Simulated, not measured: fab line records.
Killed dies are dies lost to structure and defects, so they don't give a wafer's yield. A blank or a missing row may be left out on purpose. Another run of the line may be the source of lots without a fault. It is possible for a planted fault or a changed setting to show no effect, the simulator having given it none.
One fault through the eyes of 2 desks :: flow n5Finfet :: each desk has only its own numbers; what lay behind them comes last

METROLOGY DESK
Means of the sampled wafers that have a number, per lot and without regard to the tool the lot ran on: this is what the gauges read. A lot is out of limits, marked OUT, if its mean lies more than 4 standard deviations from the usual mean; the brackets give that distance. Shown here are 7 of its 10 readings, the ones lying furthest out on some lot.
Columns: A = DIBL_N at N5_BEOL_M4_RC_MEAS_101, usual 36.1 mV/V; B = DIBL_P at N5_BEOL_M4_RC_MEAS_101, usual 36.1 mV/V; C = IOFF_P at N5_BEOL_M4_RC_MEAS_101, usual 0.21 nA/um; D = ION_N at N5_BEOL_M4_RC_MEAS_101, usual 675 uA/um; E = ION_P at N5_BEOL_M4_RC_MEAS_101, usual 464 uA/um; F = SS_P at N5_BEOL_M4_RC_MEAS_101, usual 73.3 mV/dec; G = VT_P at N5_BEOL_M4_RC_MEAS_101, usual -250 mV
lot: L696
first seen here: day 8 08:42
A: 35.3
B: 35.0
C: 0.21
D: 680
E: 468
F: 73.1
G: -249

lot: L697
first seen here: day 8 09:32
A: 36.8
B: 36.0
C: 0.22
D: 664
E: 460
F: 73.2
G: -247

lot: L698
first seen here: day 9 00:53
A: 35.5
B: 35.6
C: 0.20
D: 679
E: 467
F: 72.8
G: -250

lot: L699
first seen here: day 9 02:39
A: 35.9
B: 36.2
C: 0.22
D: 675
E: 468
F: 73.3
G: -251

lot: L707
first seen here: day 11 08:40
A: 35.9
B: 36.6
C: 0.21
D: 671
E: 465
F: 73.4
G: -251

lot: L710
first seen here: day 12 02:38
A: 34.1
B: 33.7
C: 0.19
D: 665
E: 461
F: 72.8
G: -251

lot: L712
first seen here: day 12 10:04
A: 36.3
B: 37.8
C: 0.23
D: 688
E: 466
F: 73.8
G: -248

lot: L713
first seen here: day 12 12:51
A: 36.7
B: 38.9
C: 0.23
D: 673
E: 463
F: 74.5
G: -249

lot: L714
first seen here: day 12 17:18
A: 37.5
B: 37.8
C: 0.28
D: 693
E: 479
F: 73.5
G: -242

lot: L715
first seen here: day 13 12:38
A: 35.0
B: 35.6
C: 0.18
D: 669
E: 456
F: 72.8
G: -254

lot: L716
first seen here: day 13 18:02
A: 37.4
B: 37.5
C: 0.31
D: 684
E: 478
F: 73.8
G: -242
This desk found nothing out of limits on any of the 11 lots.

AT THE TOOL OWNER'S DESK: cvdCo-01
The tool's own readings at N5_BEOL_M2_CO_CAP_55 (material Co, precursor CCTBA/H2, target thk 2 nm, time 102.1 s): means of the sampled wafers that have a number, for each lot that ran on this tool. A lot is out of limits, marked OUT, if its mean lies more than 4 standard deviations from the usual mean; the brackets give that distance.
Columns: A = heaterPowerW at N5_BEOL_M2_CO_CAP_55, usual 233 W; B = runLengthS at N5_BEOL_M2_CO_CAP_55, usual 124.9 s
lot: L696
first seen here: day 7 10:59
A: 247
B: 125.4

lot: L697
first seen here: day 7 12:22
A: 238
B: 110.5 (-24) OUT

lot: L699
first seen here: day 8 06:57
A: 248
B: 110.0 (-25) OUT

lot: L710
first seen here: day 11 02:32
A: 272
B: 124.7

lot: L712
first seen here: day 11 11:28
A: 254
B: 125.2

lot: L713
first seen here: day 11 14:40
A: 250
B: 125.6

lot: L714
first seen here: day 11 16:46
A: 251
B: 125.5
This desk finds L697, L699 out of limits, L697 being first, at day 7 12:22 (runLengthS at N5_BEOL_M2_CO_CAP_55). In limits: L696, L710, L712, L713, L714.

ALL TOGETHER
On L697, L699, at day 7 12:22, an alarm was possible from the tool owner's desk.
Metrology desk: nothing out of limits seen.
The metrology desk holds a record of L697, L699, inside its limits.
The lots listed all ran N5_BEOL_M2_CO_CAP_55 on cvdCo-01.

WHAT THE SIMULATOR PUT IN
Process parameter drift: cvdCo-01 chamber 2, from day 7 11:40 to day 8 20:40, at N5_BEOL_M2_CO_CAP_55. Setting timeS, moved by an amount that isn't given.
Shown lots that were struck: L697, L699.
Each desk's first reading out of limits, in hours after the fault started: the tool owner's desk, 1.
